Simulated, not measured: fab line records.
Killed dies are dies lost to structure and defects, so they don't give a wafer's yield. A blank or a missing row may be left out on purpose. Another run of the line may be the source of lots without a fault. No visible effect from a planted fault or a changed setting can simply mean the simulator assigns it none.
Chamber matching :: flow nand_harc :: rie_diel-04 running NHARC_P_BONDPAD_STRIP_15: 4 sister chambers
The step strips in O2. 18 wafers are shown with their chamber, then 9 later ones without.

== WAFERS, EACH WITH ITS CHAMBER ==
wafer: L314.1
chamber: 3
drypump_motor_current_A (A): 6.2
showerhead_plenum_p_Torr (Torr): 3.68
oes_product_au (a.u.): 1.010

wafer: L314.2
chamber: 2
drypump_motor_current_A (A): 5.6
showerhead_plenum_p_Torr (Torr): 3.75
oes_product_au (a.u.): 1.002

wafer: L314.3
chamber: 0
drypump_motor_current_A (A): 4.8
showerhead_plenum_p_Torr (Torr): 3.60
oes_product_au (a.u.): 1.003

wafer: L316.1
chamber: 0
drypump_motor_current_A (A): 4.8
showerhead_plenum_p_Torr (Torr): 3.60
oes_product_au (a.u.): 1.007

wafer: L316.2
chamber: 2
drypump_motor_current_A (A): 5.6
showerhead_plenum_p_Torr (Torr): 3.75
oes_product_au (a.u.): 1.012

wafer: L316.3
chamber: 3
drypump_motor_current_A (A): 6.2
showerhead_plenum_p_Torr (Torr): 3.68
oes_product_au (a.u.): 1.005

wafer: L317.2
chamber: 3
drypump_motor_current_A (A): 6.2
showerhead_plenum_p_Torr (Torr): 3.68
oes_product_au (a.u.): 1.005

wafer: L317.3
chamber: 2
drypump_motor_current_A (A): 5.6
showerhead_plenum_p_Torr (Torr): 3.74
oes_product_au (a.u.): 1.010

wafer: L317.5
chamber: 0
drypump_motor_current_A (A): 4.9
showerhead_plenum_p_Torr (Torr): 3.60
oes_product_au (a.u.): 1.001

wafer: L318.2
chamber: 0
drypump_motor_current_A (A): 4.8
showerhead_plenum_p_Torr (Torr): 3.60
oes_product_au (a.u.): 0.990

wafer: L318.4
chamber: 3
drypump_motor_current_A (A): 6.2
showerhead_plenum_p_Torr (Torr): 3.68
oes_product_au (a.u.): 1.011

wafer: L318.5
chamber: 1
drypump_motor_current_A (A): 6.0
showerhead_plenum_p_Torr (Torr): 3.71
oes_product_au (a.u.): 1.017

wafer: L323.1
chamber: 3
drypump_motor_current_A (A): 6.2
showerhead_plenum_p_Torr (Torr): 3.68
oes_product_au (a.u.): 1.000

wafer: L323.5
chamber: 3
drypump_motor_current_A (A): 6.2
showerhead_plenum_p_Torr (Torr): 3.68
oes_product_au (a.u.): 1.010

wafer: L323.6
chamber: 0
drypump_motor_current_A (A): 4.8
showerhead_plenum_p_Torr (Torr): 3.60
oes_product_au (a.u.): 0.994

wafer: L324.4
chamber: 0
drypump_motor_current_A (A): 4.9
showerhead_plenum_p_Torr (Torr): 3.60
oes_product_au (a.u.): 1.000

wafer: L324.5
chamber: 2
drypump_motor_current_A (A): 5.7
showerhead_plenum_p_Torr (Torr): 3.74
oes_product_au (a.u.): 1.006

wafer: L324.6
chamber: 1
drypump_motor_current_A (A): 6.0
showerhead_plenum_p_Torr (Torr): 3.70
oes_product_au (a.u.): 1.015

SIGNATURES, as means of the wafers listed above
reading: drypump_motor_current_A
chamber 0: 4.833
chamber 1: 6.000
chamber 2: 5.625
chamber 3: 6.200
scatter within a chamber: 0.0386

reading: showerhead_plenum_p_Torr
chamber 0: 3.6000
chamber 1: 3.7050
chamber 2: 3.7450
chamber 3: 3.6800
scatter within a chamber: 0.00327

reading: oes_product_au
chamber 0: 0.99917
chamber 1: 1.01600
chamber 2: 1.00750
chamber 3: 1.00683
scatter within a chamber: 0.00495
Rule: for a wafer and a chamber, the distance is found by dividing, reading by reading, the gap between the wafer's reading and the chamber's mean by the reading's scatter, squaring, summing and taking the root. If the next closest chamber is less than 2 further off than the closest, the wafer can't be placed; otherwise it belongs to the closest. How the scatter is found: for the shown wafers, subtract from each reading the mean of its chamber, square and add these, divide the total by (wafers less chambers), then take the root.

== WAFERS WITHOUT THEIR CHAMBER ==
wafer: L334.2
drypump_motor_current_A (A): 6.2
showerhead_plenum_p_Torr (Torr): 3.68
oes_product_au (a.u.): 1.004

wafer: L334.3
drypump_motor_current_A (A): 6.0
showerhead_plenum_p_Torr (Torr): 3.70
oes_product_au (a.u.): 1.006

wafer: L334.4
drypump_motor_current_A (A): 5.7
showerhead_plenum_p_Torr (Torr): 3.74
oes_product_au (a.u.): 1.010

wafer: L336.1
drypump_motor_current_A (A): 6.0
showerhead_plenum_p_Torr (Torr): 3.70
oes_product_au (a.u.): 0.992

wafer: L336.5
drypump_motor_current_A (A): 5.6
showerhead_plenum_p_Torr (Torr): 3.74
oes_product_au (a.u.): 1.006

wafer: L336.6
drypump_motor_current_A (A): 6.2
showerhead_plenum_p_Torr (Torr): 3.68
oes_product_au (a.u.): 1.010

wafer: L337.1
drypump_motor_current_A (A): 5.6
showerhead_plenum_p_Torr (Torr): 3.74
oes_product_au (a.u.): 1.016

wafer: L337.2
drypump_motor_current_A (A): 4.8
showerhead_plenum_p_Torr (Torr): 3.60
oes_product_au (a.u.): 0.996

wafer: L337.3
drypump_motor_current_A (A): 6.2
showerhead_plenum_p_Torr (Torr): 3.68
oes_product_au (a.u.): 1.009

== EACH ONE'S CHAMBER ==
wafer: L334.2
from the rows above: 3
in truth: 3

wafer: L334.3
from the rows above: 1
in truth: 1

wafer: L334.4
from the rows above: 2
in truth: 2

wafer: L336.1
from the rows above: 1
in truth: 1

wafer: L336.5
from the rows above: 2
in truth: 2

wafer: L336.6
from the rows above: 3
in truth: 3

wafer: L337.1
from the rows above: 2
in truth: 2

wafer: L337.2
from the rows above: 0
in truth: 0

wafer: L337.3
from the rows above: 3
in truth: 3
Correctly placed: 9 of 9. From these rows, 0 cannot be placed. Placed wrongly: 0.
